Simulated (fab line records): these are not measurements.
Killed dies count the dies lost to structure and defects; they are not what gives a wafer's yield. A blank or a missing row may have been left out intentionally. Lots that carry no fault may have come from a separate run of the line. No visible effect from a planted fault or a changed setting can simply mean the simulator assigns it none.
fab line records	flow n5-finfet
record: lots: 7	wafers: 39
route steps=1938 shown BEOL_M4@1070 BEOL_M7@1299 BEOL_M9@1401
start-h: hours from the record's first day to the start of the lot's first wafer shown	wait-h: hours since the lot's step before	" the same as in the row above	L1.1+2: several wafers, shown together as one row	- either no value or no given start	* or withheld: withheld	< > ~ a bound
route shown NAME@n: a module of which the file shows steps, and the number in the route of the first	usual: mean/standard deviation of fault-free wafers	same: alike in all rows	chamber/n: place in a boat	sites: the reading at each site	_std_site: how widely they spread, as a standard deviation	_edge_site: outer sites' mean less inner sites'	radius-mm: how far each site lies from the wafer's centre	mask NAME#n: copy n	behind: the last tool/chamber to shape the wafer	hold: cause of the lot's hold/its duration in hours/its outcome	device: names the non-switching transistor (n, p or np)	end of line: tests of these same wafers at the route's end	for a step that has no rows: nothing shown but its recipe	killed: dies lost to structure and defects at the first sort, not the wafer's yield	map: a wafer's dies, x killed, . not, _ none there
set.NAME: the setting that was run; set.NAME@STEP: the one run at that earlier step	model.NAME: the simulator's own value behind a step, which no gauge read
lots where settings were altered on purpose, with a table for each step and a row for each wafer
== steps ==
step: N5_BEOL_M4_TRENCH_ETCH_37
recipe: chemistry: C4F6/O2	target-depth-a: 555.55	target: SiOC	time-s: 29.2	ion-energy-ev: 250	pressure-mtorr: 30	source-w: 355	bias-w: 185	Ar_flow_sccm: 300	C4F6_flow_sccm: 10	O2_flow_sccm: 10
lot.wafer	tool	chamber	start-h	wait-h	set.target-depth-a	model.etch.depth-nm	model.BEOL_M4.feature-depth-nm	model.TiN_of_BEOL_M4_HM_DEP_02.thk-nm
L077.1	rie-diel-04	2	-	-	257.4	25.2	25.2	19
L077.2	"	1	"	"	555.55	56.99	57	17.2
L077.3	"	3	"	"	257.4	25.62	25.6	18.4
L077.4	"	2	"	"	555.55	53.41	53.4	17.4
L077.5	"	3	"	"	555.55	55.47	55.4	17.2
L077.6	"	1	"	"	257.4	26.64	26.6	19
L080.1	rie-diel-01	2	-	-	813.7	80.86	80.8	16
L080.2	"	1	"	"	555.55	54.87	54.8	17.6
L080.3	"	3	"	"	555.55	54.26	54.2	17.2
L080.4	"	0	"	"	555.55	54.82	54.8	17.6
L080.5	"	0	"	"	813.7	79.77	79.8	16.8
L080.6	"	3	"	"	813.7	79.68	79.6	16.2
L085.1	rie-diel-05	0	-	-	410.4	40.64	40.6	18
L085.2	"	3	"	"	555.55	54.6	54.6	17.2
L085.3	"	1	"	"	410.4	40.16	40.2	18.2
L085.4	"	2	"	"	555.55	55.86	55.8	17.6
L085.5	"	3	"	"	555.55	55	55	17.4
L085.6	"	2	"	"	410.4	41.38	41.4	18
L089.1	rie-diel-04	0	-	-	555.55	56.13	56.2	17.8
L089.2	"	2	"	"	555.55	52.91	53	18.2
L089.6	"	2	"	"	555.55	52.68	52.6	18.2
L091.1	rie-diel-01	0	-	-	555.55	54.66	54.6	17.2
L091.2	"	2	"	"	555.55	55.88	55.8	17.4
L091.3+5	"	1,3	"	"	555.55	54.07	54	17.6
L091.4	"	3	"	"	555.55	54.34	54.4	17.4
L091.6	"	0	"	"	555.55	54.97	55	17.2
L092.1	rie-diel-04	0	-	-	555.55	56.44	56.4	17.8
L092.2	"	3	"	"	830.7	85.5	85.6	16.6
L092.3	"	2	"	"	830.7	80.66	80.6	16.8
L092.4	"	1	"	"	555.55	56.02	56	17.6
L092.5	"	0	"	"	555.55	56.19	56.2	17.8
L092.6	"	3	"	"	830.7	85.12	85.2	17
L097.1	rie-diel-01	1	-	-	240.5	23.76	23.8	19
L097.2	"	0	"	"	240.5	24.44	24.4	19.4
L097.3	"	3	"	"	555.55	55.02	55	18.2
L097.4	"	2	"	"	555.55	57.42	57.4	17.8
L097.5	"	3	"	"	555.55	54.75	54.8	18
L097.6	"	0	"	"	240.5	24.58	24.6	19.2
step: N5_BEOL_M4_ETCH_41
recipe: chemistry: CH3F/O2	target: SiCN	target-depth-a: 299	taper-deg: 2	time-s: 52.5	ion-energy-ev: 120	mask-material: TiN	pressure-mtorr: 30	source-w: 395	bias-w: 75	Ar_flow_sccm: 150	CH3F_flow_sccm: 30	O2_flow_sccm: 20
step: N5_BEOL_M4_STRIP_97
recipe: chemistry: N2/H2	time-s: 10	power-w: 450	temp-c: 40	pressure-mtorr: 20	rf-frequency-hz: 6e+07	bias-power-w: 7	n2-flow-sccm: 200	h2-flow-sccm: 200
step: N5_BEOL_M4_OCD_MEAS_38
usual: trench-depth-nm: 55.2/1.2
lot.wafer	tool	chamber	start-h	wait-h	set.target-depth-a@BEOL_M4_TRENCH_ETCH_37	trench-depth-nm
L077.1	ocd-01	-	250.39	-	257.4	25.7
L077.2	"	-	"	"	555.55	57.1
L077.3	"	-	"	"	257.4	25.9
L077.4	"	-	"	"	555.55	53.4
L077.5	"	-	"	"	555.55	55.7
L077.6	"	-	"	"	257.4	26.3
L080.1	ocd-01	-	261.66	-	813.7	81.0
L080.2	"	-	"	"	555.55	55.1
L080.3	"	-	"	"	555.55	54.2
L080.4	"	-	"	"	555.55	54.8
L080.5	"	-	"	"	813.7	79.6
L080.6	"	-	"	"	813.7	79.4
L085.1	ocd-02	-	288.71	-	410.4	40.7
L085.2	"	-	"	"	555.55	54.2
L085.3	"	-	"	"	410.4	40.0
L085.4	"	-	"	"	555.55	55.6
L085.5	"	-	"	"	555.55	55.3
L085.6	"	-	"	"	410.4	41.8
L089.1	ocd-01	-	311.71	-	555.55	56.2
L089.2	"	-	"	"	555.55	52.9
L089.6	"	-	"	"	555.55	52.9
L091.1	ocd-01	-	322.64	-	555.55	54.8
L091.2	"	-	"	"	555.55	55.9
L091.3	"	-	"	"	555.55	54.4
L091.4	"	-	"	"	555.55	54.5
L091.5	"	-	"	"	555.55	54.4
L091.6	"	-	"	"	555.55	54.7
L092.1	ocd-02	-	347.05	-	555.55	56.6
L092.2	"	-	"	"	830.7	85.5
L092.3	"	-	"	"	830.7	80.7
L092.4	"	-	"	"	555.55	56.5
L092.5	"	-	"	"	555.55	56.1
L092.6	"	-	"	"	830.7	84.7
L097.1	ocd-02	-	371.10	-	240.5	23.9
L097.2	"	-	"	"	240.5	24.7
L097.3	"	-	"	"	555.55	54.9
L097.4	"	-	"	"	555.55	57.4
L097.5	"	-	"	"	555.55	54.4
L097.6	"	-	"	"	240.5	24.7
step: N5_BEOL_M4_HM_STRIP_39
recipe: chemistry: peroxide-tin-strip	material: TiN	target-depth-a: 250	temp-c: 50	time-s: 158
step: N5_BEOL_M4_SRD_40
recipe: time-s: 30	temp-c: 23	rinse-liquid: diw	dry: ipa-marangoni
step: N5_BEOL_M4_ECD_50
recipe: material: Cu	target-thk-a: 3000
step: N5_BEOL_M4_ANNEAL_51
recipe: temp-c: 225	time-s: 90	ambient: N2
step: N5_BEOL_M4_CMP_52
recipe: stop-on: SiOC	t-overpolish-s: 6.8	down-force-psi: 1	platen-rpm: 50	clearing-platen-down-force-psi: 1.5	clearing-platen-rpm: 50	post-cmp-clean: cu-alkaline	target-thk-nm: 40	clearing-platen-pad-velocity-m-s: 0.99484	pad-velocity-m-s: 0.99484
lot.wafer	tool	chamber	start-h	wait-h	set.target-depth-a@BEOL_M4_TRENCH_ETCH_37	model.Cu_of_BEOL_M4_ECD_50.thk-nm
L077.1	cmp-01	1	256.43	0.3	257.4	7.8
L077.4	"	2	"	"	555.55	37.8
L077.3	"	3	"	"	257.4	9.8
L077.2	"	0	"	"	555.55	41.2
L077.6	"	1	"	"	257.4	8
L077.5	"	2	"	"	555.55	38.6
L080.3	cmp-03	3	264.91	0.2	555.55	38.2
L080.1	"	0	"	"	813.7	65.4
L080.4	"	1	"	"	555.55	38.8
L080.2	"	2	"	"	555.55	39.6
L080.6	"	3	"	"	813.7	64.6
L080.5	"	0	"	"	813.7	64.8
L085.2	cmp-01	0	293.75	0.2	555.55	40.8
L085.1+3	"	1,2	"	"	410.4	26
L085.4	"	3	"	"	555.55	42.8
L085.5	"	0	"	"	555.55	41.2
L085.6	"	1	"	"	410.4	27.6
L089.1	cmp-03	1	316.55	0.3	555.55	41.2
L089.2+6	"	3,1	"	"	555.55	38.6
L091.1	cmp-04	2	326.29	0.3	555.55	38.6
L091.3	"	3	"	"	555.55	37.4
L091.4+6	"	0,2	"	"	555.55	39
L091.2	"	1	"	"	555.55	37.8
L091.5	"	3	"	"	555.55	38
L092.4	cmp-04	3	350.47	0.1	555.55	39.8
L092.2	"	0	"	"	830.7	70.2
L092.1	"	1	"	"	555.55	37.2
L092.3	"	2	"	"	830.7	63.4
L092.5	"	3	"	"	555.55	40.8
L092.6	"	0	"	"	830.7	70
L097.1	cmp-01	1	374.73	0.3	240.5	6.2
L097.2	"	2	"	"	240.5	8.4
L097.3	"	3	"	"	555.55	40
L097.4	"	0	"	"	555.55	42.2
L097.5	"	1	"	"	555.55	38.2
L097.6	"	2	"	"	240.5	10.4
step: N5_BEOL_M4_THK_MEAS_53
recipe: thk-meas-gauge: xrf	reads: Cu_of_BEOL_M4_ECD_50
usual: M4_THK: 40.6/1.9
lot.wafer	tool	chamber	start-h	wait-h	set.target-depth-a@BEOL_M4_TRENCH_ETCH_37	M4_THK[nm]
L077.1	film-metro-02	-	256.73	-	257.4	8.0
L077.2	"	-	"	"	555.55	42.0
L077.3	"	-	"	"	257.4	10.0
L077.4	"	-	"	"	555.55	38.5
L077.5	"	-	"	"	555.55	39.5
L077.6	"	-	"	"	257.4	8.1
L080.1	film-metro-01	-	265.21	-	813.7	66.5
L080.2	"	-	"	"	555.55	40.2
L080.3	"	-	"	"	555.55	39.0
L080.4	"	-	"	"	555.55	39.5
L080.5	"	-	"	"	813.7	65.8
L080.6	"	-	"	"	813.7	65.9
L085.1	film-metro-01	-	294.04	-	410.4	26.1
L085.2	"	-	"	"	555.55	41.3
L085.3	"	-	"	"	410.4	26.2
L085.4	"	-	"	"	555.55	43.3
L085.5	"	-	"	"	555.55	41.7
L085.6	"	-	"	"	410.4	28.0
L089.1	film-metro-02	-	316.84	-	555.55	42.3
L089.2	"	-	"	"	555.55	39.4
L089.6	"	-	"	"	555.55	39.4
L091.1	film-metro-01	-	326.58	-	555.55	39.3
L091.2	"	-	"	"	555.55	38.6
L091.3	"	-	"	"	555.55	38.2
L091.4	"	-	"	"	555.55	39.6
L091.5	"	-	"	"	555.55	38.6
L091.6	"	-	"	"	555.55	39.6
L092.1	film-metro-01	-	350.77	-	555.55	37.5
L092.2	"	-	"	"	830.7	71.1
L092.3	"	-	"	"	830.7	64.1
L092.4	"	-	"	"	555.55	40.1
L092.5	"	-	"	"	555.55	41.1
L092.6	"	-	"	"	830.7	70.7
L097.1	film-metro-02	-	375.03	-	240.5	6.3
L097.2	"	-	"	"	240.5	8.6
L097.3	"	-	"	"	555.55	40.8
L097.4	"	-	"	"	555.55	43.0
L097.5	"	-	"	"	555.55	39.0
L097.6	"	-	"	"	240.5	10.5
step: N5_BEOL_M7_DESCUM_33
recipe: chemistry: O2	time-s: 7	source-power-w: 50	bias-power-w: 20	pressure-mtorr: 20	rf-frequency-hz: 2.712e+07	temp-c: 40	resist: CAR-EUV	o2-flow-sccm: 225
lot.wafer	tool	chamber	start-h	wait-h	set.time-s	model.CAR-EUV_of_BEOL_M7_COAT_22.thk-nm
L077.1+4+5	rie-diel-06	0,2,0	282.32	0.2	3.054	28
L077.2+3+6	"	3,2,3	"	"	7	26
L080.1+4	rie-diel-03	0	291.72	0.3	7	26
L080.2+3+5+6	"	3,2,3,2	"	"	7	26.2
L085.1+4+6	rie-diel-02	0,2,1	322.48	0.2	9.256	24.8
L085.2+3	"	3,1	"	"	7	26
L085.5	"	2	"	"	7	25.8
L089.1+2+6	rie-diel-02	1,0,3	345.77	0.0	7	26.2
L091.1	rie-diel-03	0	349.85	0.1	8.418	25.2
L091.2+4+5	"	1,2,0	"	"	7	26
L091.3+6	"	3,1	"	"	8.418	25.4
L092.1+2+3+4+5+6	rie-diel-06	2,3,0,1,1,0	390.31	0.0	7	26
L097.1+4+5	rie-diel-03	2,1,3	398.79	0.4	7	26
L097.2	"	0	"	"	9.843	24.4
L097.3+6	"	3,2	"	"	9.843	24.6
step: N5_BEOL_M7_ETCH_72
recipe: chemistry: N2/H2	target: underlayer	target-depth-a: 65	mask-material: CAR-EUV	time-s: 5.2	ion-energy-ev: 200	pressure-mtorr: 30	source-w: 840	bias-w: 150	n2-flow-sccm: 200	h2-flow-sccm: 200	ends: cleared
lot.wafer	tool	chamber	start-h	wait-h	set.time-s@BEOL_M7_DESCUM_33	model.CAR-EUV_of_BEOL_M7_COAT_22.thk-nm
L077.1+4+5	rie-diel-06	0,2,0	282.35	0.0	3.054	22.2
L077.2+6	"	3	"	"	7	20.4
L077.3	"	2	"	"	7	20.2
L080.1+2+3+4+5+6	rie-diel-03	0,3,2,0,3,2	291.76	0.0	7	20.4
L085.1+6	rie-diel-02	0,1	322.52	0.0	9.256	19.2
L085.2+3+5	"	3,1,2	"	"	7	20.2
L085.4	"	2	"	"	9.256	19
L089.1+6	rie-diel-02	1,3	345.80	0.0	7	20.4
L089.2	"	0	"	"	7	20.6
L091.1+3+6	rie-diel-03	0,3,1	349.88	0.0	8.418	19.6
L091.2+4+5	"	1,2,0	"	"	7	20.4
L092.1+3+4+5+6	rie-diel-06	2,0,1,1,0	390.35	0.0	7	20.2
L092.2	"	3	"	"	7	20.4
L097.1+4+5	rie-diel-03	2,1,3	398.82	0.0	7	20.2
L097.2+3+6	"	0,3,2	"	"	9.843	18.8
step: N5_BEOL_M9_ILD_DEP_00
recipe: material: SiCOH_lowk	target-thk-a: 3085.1	temp-c: 300	precursor: DEMS/porogen	pressure-torr: 5	rf-w: 500	time-s: 58
lot.wafer	tool	chamber	start-h	wait-h	set.target-thk-a	model.SiCOH_lowk_of_BEOL_M9_ILD_DEP_00.thk-nm
L077.1	pecvd-04	2	294.17	0.0	3085.1	298.2
L077.2	"	1	"	"	3085.1	300
L077.3	"	0	"	"	3085.1	301
L077.4	"	2	"	"	3085.1	303
L077.5	"	1	"	"	3085.1	306
L077.6	"	0	"	"	3085.1	303.4
L080.1	pecvd-04	2	303.60	0.0	2051	202
L080.2	"	1	"	"	3085.1	302.4
L080.3	"	0	"	"	2051	199.6
L080.4	"	0	"	"	3085.1	308
L080.5	"	1	"	"	2051	206
L080.6	"	2	"	"	3085.1	311.6
L085.1	pecvd-02	2	333.62	0.0	2402	237.2
L085.2	"	1	"	"	3085.1	314.2
L085.3	"	0	"	"	3085.1	302.6
L085.4	"	1	"	"	3085.1	316.4
L085.5	"	0	"	"	2402	238.2
L085.6	"	2	"	"	2402	240.6
L089.1	pecvd-03	1	357.58	0.0	3085.1	302.4
L089.2	"	2	"	"	3085.1	306.8
L089.6	"	2	"	"	3085.1	309.4
L091.1	pecvd-03	1	364.52	0.0	1466	142.6
L091.2	"	0	"	"	3085.1	304.4
L091.3	"	2	"	"	1466	144.2
L091.4	"	2	"	"	1466	147.4
L091.5	"	1	"	"	3085.1	307.2
L091.6	"	0	"	"	3085.1	307.6
L092.1	pecvd-03	0	400.81	0.0	3085.1	301.4
L092.2	"	2	"	"	1733	168.8
L092.3	"	1	"	"	1733	170.2
L092.4	"	2	"	"	1733	171.8
L092.5	"	1	"	"	3085.1	311.2
L092.6	"	0	"	"	3085.1	309.6
L097.1	pecvd-03	1	411.35	0.0	3085.1	305.2
L097.2	"	2	"	"	2262	225
L097.3	"	0	"	"	3085.1	305
L097.4	"	1	"	"	2262	226.8
L097.5	"	2	"	"	3085.1	310
L097.6	"	0	"	"	2262	226.4
step: N5_BEOL_M9_CURE_71
recipe: temp-c: 385	time-s: 240	ambient: He/Ar	material: SiCOH_lowk
lot.wafer	tool	chamber	start-h	wait-h	set.target-thk-a@BEOL_M9_ILD_DEP_00	model.SiCOH_lowk_of_BEOL_M9_ILD_DEP_00.thk-nm
L077.1	uv-cure-03	0	294.25	0.0	3085.1	258.8
L077.2	"	0	"	"	3085.1	260.6
L077.3	"	0	"	"	3085.1	261.4
L077.4	"	0	"	"	3085.1	263.2
L077.5	"	0	"	"	3085.1	265.8
L077.6	"	0	"	"	3085.1	263.6
L080.1	uv-cure-01	0	303.76	0.1	2051	174.4
L080.2	"	0	"	"	3085.1	262.6
L080.3	"	0	"	"	2051	172.2
L080.4	"	0	"	"	3085.1	267.6
L080.5	"	0	"	"	2051	177.8
L080.6	"	0	"	"	3085.1	270.6
L085.1	uv-cure-02	0	333.69	0.0	2402	205.2
L085.2	"	0	"	"	3085.1	273
L085.3	"	0	"	"	3085.1	262.8
L085.4	"	0	"	"	3085.1	275
L085.5	"	0	"	"	2402	206
L085.6	"	0	"	"	2402	208.2
L089.1	uv-cure-01	2	357.65	0.0	3085.1	262.6
L089.2	"	2	"	"	3085.1	266.4
L089.6	"	2	"	"	3085.1	268.8
L091.1	uv-cure-01	0	364.60	0.0	1466	122.8
L091.2	"	0	"	"	3085.1	264.4
L091.3	"	0	"	"	1466	124
L091.4	"	0	"	"	1466	127
L091.5	"	0	"	"	3085.1	266.8
L091.6	"	0	"	"	3085.1	267.2
L092.1	uv-cure-03	0	400.89	0.0	3085.1	261.8
L092.2	"	0	"	"	1733	145.4
L092.3	"	0	"	"	1733	146.8
L092.4	"	0	"	"	1733	148.2
L092.5	"	0	"	"	3085.1	270.4
L092.6	"	0	"	"	3085.1	269
L097.1+3	uv-cure-03	0	411.43	0.0	3085.1	265
L097.2	"	0	"	"	2262	194.6
L097.4	"	0	"	"	2262	196.2
L097.5	"	0	"	"	3085.1	269.4
L097.6	"	0	"	"	2262	195.8
step: N5_BEOL_M9_THK_MEAS_01
recipe: reads: SiCOH_lowk_of_BEOL_M9_ILD_DEP_00
usual: M9_ILD_THK: 267/4
lot.wafer	tool	chamber	start-h	wait-h	set.target-thk-a@BEOL_M9_ILD_DEP_00	M9_ILD_THK[nm]
L077.1	film-metro-02	-	294.76	0.4	3085.1	259
L077.2	"	-	"	"	3085.1	260
L077.3	"	-	"	"	3085.1	262
L077.4	"	-	"	"	3085.1	263
L077.5	"	-	"	"	3085.1	266
L077.6	"	-	"	"	3085.1	264
L080.1	film-metro-01	-	304.28	0.4	2051	174
L080.2	"	-	"	"	3085.1	263
L080.3	"	-	"	"	2051	172
L080.4	"	-	"	"	3085.1	268
L080.5	"	-	"	"	2051	178
L080.6	"	-	"	"	3085.1	270
L085.1	film-metro-02	-	334.21	0.4	2402	205
L085.2	"	-	"	"	3085.1	273
L085.3	"	-	"	"	3085.1	263
L085.4	"	-	"	"	3085.1	275
L085.5	"	-	"	"	2402	206
L085.6	"	-	"	"	2402	208
L089.1	film-metro-01	-	358.17	0.4	3085.1	263
L089.2	"	-	"	"	3085.1	266
L089.6	"	-	"	"	3085.1	269
L091.1	film-metro-02	-	365.11	0.4	1466	123
L091.2	"	-	"	"	3085.1	264
L091.3	"	-	"	"	1466	124
L091.4	"	-	"	"	1466	127
L091.5	"	-	"	"	3085.1	267
L091.6	"	-	"	"	3085.1	267
L092.1	film-metro-02	-	401.40	0.4	3085.1	262
L092.2	"	-	"	"	1733	145
L092.3	"	-	"	"	1733	147
L092.4	"	-	"	"	1733	148
L092.5	"	-	"	"	3085.1	270
L092.6	"	-	"	"	3085.1	269
L097.1	film-metro-01	-	411.94	0.4	3085.1	265
L097.2	"	-	"	"	2262	195
L097.3	"	-	"	"	3085.1	265
L097.4	"	-	"	"	2262	196
L097.5	"	-	"	"	3085.1	269
L097.6	"	-	"	"	2262	196
== key ==
split: step: N5_BEOL_M4_TRENCH_ETCH_37	setting: target-depth-a	stated: 555.55	by: wafer
response: step: N5_BEOL_M4_TRENCH_ETCH_37	reading: model.etch.depth-nm	change: +0.552	per: 1%	r: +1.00
response: step: N5_BEOL_M4_TRENCH_ETCH_37	reading: model.BEOL_M4.feature-depth-nm	change: +0.552	per: 1%	r: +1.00
response: step: N5_BEOL_M4_TRENCH_ETCH_37	reading: model.TiN_of_BEOL_M4_HM_DEP_02.thk-nm	change: -0.0234	per: 1%	r: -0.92
response: step: N5_BEOL_M4_OCD_MEAS_38	reading: trench-depth-nm	change: +0.548	per: 1%	r: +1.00
response: step: N5_BEOL_M4_CMP_52	reading: model.Cu_of_BEOL_M4_ECD_50.thk-nm	change: +0.568	per: 1%	r: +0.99
response: step: N5_BEOL_M4_THK_MEAS_53	reading: M4_THK	change: +0.578	per: 1%	r: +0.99
split: step: N5_BEOL_M7_DESCUM_33	setting: time-s	stated: 7	by: wafer
response: step: N5_BEOL_M7_DESCUM_33	reading: model.CAR-EUV_of_BEOL_M7_COAT_22.thk-nm	change: -0.0354	per: 1%	r: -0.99
response: step: N5_BEOL_M7_ETCH_72	reading: model.CAR-EUV_of_BEOL_M7_COAT_22.thk-nm	change: -0.0339	per: 1%	r: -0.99
split: step: N5_BEOL_M9_ILD_DEP_00	setting: target-thk-a	stated: 3085.1	by: wafer
response: step: N5_BEOL_M9_ILD_DEP_00	reading: model.SiCOH_lowk_of_BEOL_M9_ILD_DEP_00.thk-nm	change: +3.11	per: 1%	r: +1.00
response: step: N5_BEOL_M9_CURE_71	reading: model.SiCOH_lowk_of_BEOL_M9_ILD_DEP_00.thk-nm	change: +2.73	per: 1%	r: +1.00
response: step: N5_BEOL_M9_THK_MEAS_01	reading: M9_ILD_THK	change: +2.73	per: 1%	r: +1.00
